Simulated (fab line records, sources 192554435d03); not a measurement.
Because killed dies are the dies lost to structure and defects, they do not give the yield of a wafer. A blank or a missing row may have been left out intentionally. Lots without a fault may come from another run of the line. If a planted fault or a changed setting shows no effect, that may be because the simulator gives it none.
Chamber matching / flow n5_finfet / cvd_co-02 running N5_BEOL_M0_CO_CAP_123: 3 sister chambers
The step material Co, precursor CCTBA/H2, target thk 2 nm, time 102.1 s. 6 wafers are shown with their chamber, then 9 later ones without.

== EACH WAFER AND ITS CHAMBER ==
wafer=L085.2; chamber=1; heater_power_w (W)=237
wafer=L085.3; chamber=2; heater_power_w (W)=234
wafer=L085.6; chamber=1; heater_power_w (W)=243
wafer=L090.1; chamber=0; heater_power_w (W)=222
wafer=L090.4; chamber=0; heater_power_w (W)=225
wafer=L090.6; chamber=2; heater_power_w (W)=238

== WAFERS WHOSE CHAMBER IS MISSING ==
wafer=L089.1; heater_power_w (W)=243
wafer=L089.4; heater_power_w (W)=234
wafer=L089.6; heater_power_w (W)=239
wafer=L093.1; heater_power_w (W)=236
wafer=L093.5; heater_power_w (W)=231
wafer=L093.6; heater_power_w (W)=238
wafer=L097.2; heater_power_w (W)=222
wafer=L097.3; heater_power_w (W)=230
wafer=L097.6; heater_power_w (W)=222

== THE CHAMBER EACH PASSED THROUGH ==
wafer=L089.1; from the rows above=can't be placed: 1 or 2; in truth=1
wafer=L089.4; from the rows above=can't be placed: 2 or 1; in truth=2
wafer=L089.6; from the rows above=can't be placed: 1 or 2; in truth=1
wafer=L093.1; from the rows above=can't be placed: 2 or 1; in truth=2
wafer=L093.5; from the rows above=can't be placed: 2 or 0 or 1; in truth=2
wafer=L093.6; from the rows above=can't be placed: 1 or 2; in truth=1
wafer=L097.2; from the rows above=0; in truth=0
wafer=L097.3; from the rows above=can't be placed: 2 or 0 or 1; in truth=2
wafer=L097.6; from the rows above=0; in truth=0
2 of 9 placed correctly. From these rows, 7 cannot be placed; in 7 the true chamber is one of the candidates. 0 placed wrongly.
How it was worked out, from the rows above alone: a wafer's distance from a chamber is the root of the sum, over the readings, of the square of ((its reading less the chamber's mean) divided by the reading's scatter). The wafer belongs to the nearest chamber; if the next one is less than 2 further off, it can't be placed. A chamber's mean is the mean of its shown wafers. The scatter is the square root of a quotient: the sum, over the shown wafers, of each reading's squared deviation from its chamber's mean, divided by wafers minus chambers.
